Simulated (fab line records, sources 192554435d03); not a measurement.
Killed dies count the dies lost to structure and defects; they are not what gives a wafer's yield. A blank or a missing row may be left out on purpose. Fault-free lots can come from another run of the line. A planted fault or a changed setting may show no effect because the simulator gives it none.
Lot-split experiment + flow n5_finfet + on a route of 1938 steps: 7 lots, 21 wafers read

## ABOUT THE SPLIT
At N5_BEOL_M12_SPUTTER_43 (material TaN, target thk 15 nm, time 24.19 s), the setting time_s was moved away from the recipe's 24.19 s on 9 of the 21 wafers read, by -11.8% to +9.8%. This setting was run at the recipe's value on the other wafers.

The reading is taken at the split's own step.

## THE READING
TaN_of_BEOL_M12_SPUTTER_43.thk_nm (the simulator's own value, which no gauge read), in nm, at N5_BEOL_M12_SPUTTER_43 (material TaN, target thk 15 nm, time 24.19 s). The file does not state a usual value for it. Across the 12 wafers here that went through the recipe, the average is 15.1 nm and the standard deviation 0.26 nm.

| wafer  | tool, chamber at the split | time_s as run, s | against the recipe | TaN_of_BEOL_M12_SPUTTER_43.thk_nm, nm | against lot-mates on the recipe |
|--------|----------------------------|------------------|--------------------|---------------------------------------|---------------------------------|
| L076.2 | pvd_sputter-01, -          | 24.19            | recipe             | 15.2                                  | -                               |
| L076.3 | pvd_sputter-01, -          | 25.84            | +6.8%              | 16.6                                  | +1.4                            |
| L076.4 | pvd_sputter-01, -          | 25.84            | +6.8%              | 16.2                                  | +1.0                            |
| L078.1 | pvd_sputter-01, -          | 24.19            | recipe             | 15.2                                  | -                               |
| L078.4 | pvd_sputter-01, -          | 21.33            | -11.8%             | 13.2                                  | -2.1                            |
| L078.6 | pvd_sputter-01, -          | 24.19            | recipe             | 15.4                                  | -                               |
| L079.1 | pvd_sputter-01, -          | 24.19            | recipe             | 14.6                                  | -                               |
| L079.2 | pvd_sputter-01, -          | 21.92            | -9.4%              | 13.6                                  | -1.2                            |
| L079.4 | pvd_sputter-01, -          | 24.19            | recipe             | 15                                    | -                               |
| L084.1 | pvd_sputter-02, -          | 24.19            | recipe             | 15                                    | -                               |
| L084.3 | pvd_sputter-02, -          | 24.19            | recipe             | 15.2                                  | -                               |
| L084.6 | pvd_sputter-02, -          | 26.56            | +9.8%              | 16.8                                  | +1.7                            |
| L087.1 | pvd_sputter-01, -          | 21.68            | -10.4%             | 13.8                                  | -1.4                            |
| L087.4 | pvd_sputter-01, -          | 21.68            | -10.4%             | 13.6                                  | -1.6                            |
| L087.5 | pvd_sputter-01, -          | 24.19            | recipe             | 15.2                                  | -                               |
| L088.1 | pvd_sputter-01, -          | 24.19            | recipe             | 15.2                                  | -                               |
| L088.5 | pvd_sputter-01, -          | 24.19            | recipe             | 14.8                                  | -                               |
| L088.6 | pvd_sputter-01, -          | 24.19            | recipe             | 15.4                                  | -                               |
| L090.3 | pvd_sputter-01, -          | 26.15            | +8.1%              | 15.8                                  | +1.2                            |
| L090.5 | pvd_sputter-01, -          | 24.19            | recipe             | 14.6                                  | -                               |
| L090.6 | pvd_sputter-01, -          | 26.15            | +8.1%              | 16.2                                  | +1.6                            |

FIT RESULTS
A straight line over all 21 wafers: TaN_of_BEOL_M12_SPUTTER_43.thk_nm changes by +0.15 nm for each +1% of time_s; r = +0.96; the points scatter about the line by 0.28 nm.
The same after taking each lot's own level away (the mean of its wafers on the recipe; 21 wafers): +0.161 nm for each +1%; r = +0.98; scatter 0.19 nm.
The reading moves by 1.9 nm for the largest change in time_s, on that fit.
The lots' own levels span 14.60 to 15.30 nm, that is 2.7 times the standard deviation above.
The two slopes are in agreement: the lot-to-lot level therefore moves the slope only a little.
Check: -1.79 nm against its lot-mates is what the line predicts for one of the wafers moved furthest among these (-11.8%) when that wafer is left out of the fit. Against them it came out at -2.1 nm.

## THE OTHER SPLITS THESE WAFERS WENT THROUGH
Note: prior to the reading, these wafers also went through further splits. Each is held against what the fit with the lots' levels taken away leaves over:
| other split on the same wafers | wafers away from the commonest value | r with TaN_of_BEOL_M12_SPUTTER_43.thk_nm (lot level and that fit taken away) |
|--------------------------------|--------------------------------------|------------------------------------------------------------------------------|
| N5_BEOL_M11_COAT_22 spin_rpm   | 10                                   | -0.04                                                                        |

## THE FILE'S OWN FIT
TaN_of_BEOL_M12_SPUTTER_43.thk_nm changes by +0.162 nm for each +1% of time_s, r = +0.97.
